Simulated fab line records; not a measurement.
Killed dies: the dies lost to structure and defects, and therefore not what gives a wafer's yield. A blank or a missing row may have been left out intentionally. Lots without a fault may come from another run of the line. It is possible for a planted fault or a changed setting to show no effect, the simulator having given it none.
Chamber matching :: flow n5_finfet :: N5_BEOL_M12_DEP_53 on pecvd-04 has 3 sister chambers
The step deposits SiCN from 3MS/NH3, target thk 30 nm, time 10.5 s. 6 wafers are shown with their chamber, then 12 later ones without.

EACH WAFER AND ITS CHAMBER
wafer: L084.3
chamber: 2
throttle_valve_pct (%): 18.4
showerhead_plenum_p_Torr (Torr): 4.172

wafer: L084.4
chamber: 2
throttle_valve_pct (%): 18.7
showerhead_plenum_p_Torr (Torr): 4.178

wafer: L085.5
chamber: 0
throttle_valve_pct (%): 17.7
showerhead_plenum_p_Torr (Torr): 4.174

wafer: L089.1
chamber: 1
throttle_valve_pct (%): 17.6
showerhead_plenum_p_Torr (Torr): 4.164

wafer: L089.3
chamber: 0
throttle_valve_pct (%): 17.7
showerhead_plenum_p_Torr (Torr): 4.178

wafer: L089.6
chamber: 1
throttle_valve_pct (%): 17.8
showerhead_plenum_p_Torr (Torr): 4.165

WAFERS WITHOUT THEIR CHAMBER
wafer: L088.1
throttle_valve_pct (%): 17.8
showerhead_plenum_p_Torr (Torr): 4.174

wafer: L088.3
throttle_valve_pct (%): 18.1
showerhead_plenum_p_Torr (Torr): 4.174

wafer: L088.4
throttle_valve_pct (%): 18.7
showerhead_plenum_p_Torr (Torr): 4.176

wafer: L092.2
throttle_valve_pct (%): 17.6
showerhead_plenum_p_Torr (Torr): 4.180

wafer: L092.3
throttle_valve_pct (%): 18.0
showerhead_plenum_p_Torr (Torr): 4.157

wafer: L092.5
throttle_valve_pct (%): 18.7
showerhead_plenum_p_Torr (Torr): 4.178

wafer: L094.2
throttle_valve_pct (%): 18.6
showerhead_plenum_p_Torr (Torr): 4.173

wafer: L094.5
throttle_valve_pct (%): 17.6
showerhead_plenum_p_Torr (Torr): 4.174

wafer: L094.6
throttle_valve_pct (%): 18.6
showerhead_plenum_p_Torr (Torr): 4.178

wafer: L097.1
throttle_valve_pct (%): 17.8
showerhead_plenum_p_Torr (Torr): 4.181

wafer: L097.3
throttle_valve_pct (%): 18.8
showerhead_plenum_p_Torr (Torr): 4.182

wafer: L097.5
throttle_valve_pct (%): 17.8
showerhead_plenum_p_Torr (Torr): 4.173

THE CHAMBER EACH PASSED THROUGH
wafer: L088.1
from the rows above: 0
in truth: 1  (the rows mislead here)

wafer: L088.3
from the rows above: can't be placed: 0 or 2 or 1
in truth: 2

wafer: L088.4
from the rows above: 2
in truth: 2

wafer: L092.2
from the rows above: 0
in truth: 0

wafer: L092.3
from the rows above: 1
in truth: 1

wafer: L092.5
from the rows above: 2
in truth: 2

wafer: L094.2
from the rows above: 2
in truth: 2

wafer: L094.5
from the rows above: 0
in truth: 0

wafer: L094.6
from the rows above: 2
in truth: 2

wafer: L097.1
from the rows above: 0
in truth: 0

wafer: L097.3
from the rows above: 2
in truth: 2

wafer: L097.5
from the rows above: can't be placed: 0 or 1
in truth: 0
Placed correctly: 9 of 12. Cannot be placed on the basis of these rows: 2; the candidates contain the true chamber in 2. Placed wrongly: 1.
How it was worked out, from the rows above alone: a wafer's distance from a chamber is the root of the sum, over the readings, of the square of ((its reading less the chamber's mean) divided by the reading's scatter). The wafer belongs to the nearest chamber; if the next one is less than 2 further off, it can't be placed. For every chamber, the mean is computed from those of its wafers that are shown. The scatter is the square root of a quotient: the sum, over the shown wafers, of each reading's squared deviation from its chamber's mean, divided by wafers minus chambers.
